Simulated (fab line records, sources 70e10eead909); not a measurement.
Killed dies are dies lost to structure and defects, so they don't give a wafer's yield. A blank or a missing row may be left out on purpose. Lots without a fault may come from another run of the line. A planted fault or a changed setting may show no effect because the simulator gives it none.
A struck lot beside a sound one | flow nand_harc | 14 steps out of a route of 1302
Sound: wafers L463.1, L463.2, L463.5. Struck: wafers L474.2, L474.3, L474.6. The cause comes at the end.
At each step with rows: each side's tool, then ch and its chambers, then its first start. Under that, the readings that differ: sound wafers | struck wafers | difference of the means | sigmas: that difference in standard deviations of wafers without a fault.
alike: readings whose means differ by less than 2 such deviations, and words and numbers that are the same on both sides. not compared: withheld readings, readings that some wafer has no value for, bounds like >300 that may hide the same value, and numbers for which the record gives no deviation and whose values overlap.
The two part at a step that has a row with sigmas, a row that says differs or no value, or rows on one side only. Numbers that don't overlap but have no deviation are shown without sigmas and don't part them. A reading that every wafer of one side lacks parts them only if that side has two wafers or more.

first, 1 step without rows for these wafers: NHARC_A_BLC_DESCUM_15 (chemistry O2, time 3 s).
NHARC_A_BLC_ETCH_16: etches the open film in CF4, target depth 39 nm, time 65 s.
  sound on rie_diel-11 ch 1,2,3, day 26 02:47; struck on rie_diel-01 ch 0,2,3, day 30 20:19
  reading                         | sound          | struck         | difference | sigmas
  showerhead_plenum_p_Torr (Torr) | 1.66 1.69 1.72 | 1.89 1.87 1.88 | +0.19      | +2
  alike: drypump_motor_current_A, mfc_ar_sccm, oes_product_au, rf_vpp_V, throttle_valve_pct
  not compared: rf_hours_counter_h
then, 1 step without rows for these wafers: NHARC_A_BLC_ETCH_17 (etches the open film in N2/H2, target depth 390 nm, time 609.38 s).
NHARC_A_BLC_ETCH_18: etches the open film in C4F8/O2/Ar, target depth 910 nm.
  sound on rie_diel-11 ch 1,2,3; struck on rie_diel-01 ch 0,1,2
  alike: oes_product_au, rf_vpp_V
  not compared: rf_hours_counter_h
NHARC_A_BLC_CD_MEAS_19:
  sound on cd_sem-03, day 26 03:49; struck on cd_sem-02, day 30 21:19
  alike: cd_nm
NHARC_A_BLC_STRIP_29: strips in CF4.
  sound on rie_diel-01 ch 0,3, day 26 03:53; struck on rie_diel-11 ch 2,3, day 30 21:23
  reading                         | sound          | struck         | difference | sigmas
  showerhead_plenum_p_Torr (Torr) | 1.89 1.91 1.91 | 1.71 1.66 1.71 | -0.21      | -2
  alike: drypump_motor_current_A, mfc_ar_sccm, oes_product_au, rf_vpp_V, throttle_valve_pct
  not compared: rf_hours_counter_h
then, 4 steps without rows for these wafers: NHARC_A_BLC_STRIP_21 (strips in O2); NHARC_A_BLC_STRIP_22 (strips in post etch residue remover, time 600 s); NHARC_A_BLC_DEGAS_30 (time 60 s); NHARC_A_BLC_PRE_CLEAN_31 (time 15 s).
NHARC_A_BLC_PVD_32: deposits Ti, target thk 5 nm, time 17.7 s.
  sound on pvd_sputter-02; struck on pvd_sputter-03
  reading                | sound          | struck         | difference | sigmas
  throttle_valve_pct (%) | 32.0 30.8 32.0 | 29.6 29.3 28.7 | -2.4       | -2
NHARC_A_BLC_ALD_23: deposits TiN, target thk 3 nm, pulse time 1 s, ald cycles 150.
  sound on ald_metal-01 ch 0,1,2, day 26 04:42; struck on ald_metal-03 ch 0,2, day 30 22:11
  alike: heater_power_w, precursor_pulse_height_rel
NHARC_A_BLC_CVD_24: deposits W, target thk 150 nm, time 434 s.
  sound on cvd_w-01 ch 0,1, day 26 04:52; struck on cvd_w-01 ch 0, day 30 23:59
  alike: heater_power_w, mfc_ar_sccm, throttle_valve_pct
NHARC_A_BLC_CMP_25: polishes, t overpolish 30 s, target thk 150 nm.
  sound on cmp-02 ch 0,1,3, day 26 05:27; struck on cmp-04 ch 0,3, day 31 00:52
  reading                | sound          | struck         | difference | sigmas
  time_to_endpoint_s (s) | 31.4 31.4 31.1 | 62.5 65.5 61.8 | +32.0      | +15
  alike: motor_current_A, overpolish_run_s

WHERE THEY PART
First at NHARC_A_BLC_ETCH_16; last, within this record, at NHARC_A_BLC_CMP_25.

WHY: what the simulator had put in
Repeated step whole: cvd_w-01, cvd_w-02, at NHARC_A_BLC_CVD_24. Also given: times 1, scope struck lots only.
